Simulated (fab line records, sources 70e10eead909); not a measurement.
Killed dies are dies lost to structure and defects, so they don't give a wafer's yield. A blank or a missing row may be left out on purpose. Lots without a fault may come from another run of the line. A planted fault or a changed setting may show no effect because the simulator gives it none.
One fault seen from 3 desks | flow nand_harc | each desk has only its own numbers; what lay behind them comes last

THE TOOL OWNER'S DESK: acl_dep-01
The tool's own readings at NHARC_A_SLIT_DEP_00 (deposits aC, target thk 6200 nm): means of the sampled wafers that have a number, for each lot that ran on this tool. A lot is out of limits, marked OUT, if its mean lies more than 4 standard deviations from the usual mean; the brackets give that distance.
Columns: A = throttle_valve_pct at NHARC_A_SLIT_DEP_00, usual 34.999 %
lot  | first seen here | A
L812 | day 19 23:35    | 34.990
L815 | day 21 09:07    | 35.004
L817 | day 22 00:06    | 34.999
L823 | day 24 13:13    | 35.000
L825 | day 25 00:22    | 35.001
L832 | day 28 02:47    | 35.001
This desk's finding: nothing out of limits on any of the 6 lots.

THE DEFECT DESK
What the inspections along the route counted, lot by lot: means of the sampled wafers that have a number. A lot is out of limits, marked OUT, if its mean lies more than 4 standard deviations from the usual mean; the brackets give that distance.
Columns: A = raw_defect_count at NHARC_A_SLIT_INSPECT_11, usual 60; B = raw_defect_count at NHARC_A_SIN_REMOVE_INSPECT_04, usual 407
lot  | first seen here | A             | B
L811 | day 19 07:55    | 61            | 414
L812 | day 20 04:12    | 59            | 408
L814 | day 21 11:56    | 23            | 428
L815 | day 21 13:01    | 106           | 484
L817 | day 22 02:49    | 78            | 486
L818 | day 22 23:17    | 25            | 216
L823 | day 24 17:40    | 772 (+22) OUT | 1032 (+6.4) OUT
L825 | day 25 04:50    | 865 (+25) OUT | 1145 (+7.5) OUT
L830 | day 27 07:43    | 51            | 303
L831 | day 27 16:37    | 68            | 425
L832 | day 28 06:46    | 13            | 401
L833 | day 28 06:55    | 70            | 431
This desk's finding: out of limits on L823, L825; first on L823, day 24 17:40 (raw_defect_count at NHARC_A_SLIT_INSPECT_11). In limits: L811, L812, L814, L815, L817, L818, L830, L831, L832, L833.

THE METROLOGY DESK
What the gauges read, lot by lot, whatever tool the lot ran on: means of the sampled wafers that have a number. A lot is out of limits, marked OUT, if its mean lies more than 4 standard deviations from the usual mean; the brackets give that distance.
Columns: A = cd_nm at NHARC_A_SLIT_CD_MEAS_09, usual 300.0 nm
lot  | first seen here | A
L811 | day 19 07:47    | 300.1
L812 | day 20 04:05    | 300.1
L814 | day 21 11:49    | 300.2
L815 | day 21 12:54    | 300.5
L817 | day 22 02:41    | 300.7
L818 | day 22 23:10    | 300.0
L823 | day 24 17:32    | 299.2
L825 | day 25 04:43    | 298.9
L830 | day 27 07:35    | 300.2
L831 | day 27 16:29    | 300.3
L832 | day 28 06:38    | 299.6
L833 | day 28 06:47    | 299.6
This desk's finding: nothing out of limits on any of the 12 lots.

PUT TOGETHER
The defect desk could have raised an alarm at day 24 17:40, on L823, L825.
The tool owner's desk saw nothing out of limits.
The metrology desk saw nothing out of limits.
The tool owner's desk has L823, L825 on record, within its limits.
The metrology desk has L823, L825 on record, within its limits.
Of the lots named, all ran NHARC_A_SLIT_DEP_00 on acl_dep-01.

WHAT THE SIMULATOR HAD PUT IN
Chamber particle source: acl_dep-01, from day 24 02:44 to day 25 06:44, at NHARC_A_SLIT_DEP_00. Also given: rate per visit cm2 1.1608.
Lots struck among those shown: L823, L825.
Hours from the fault's start to each desk's first reading out of limits: the defect desk, 15.
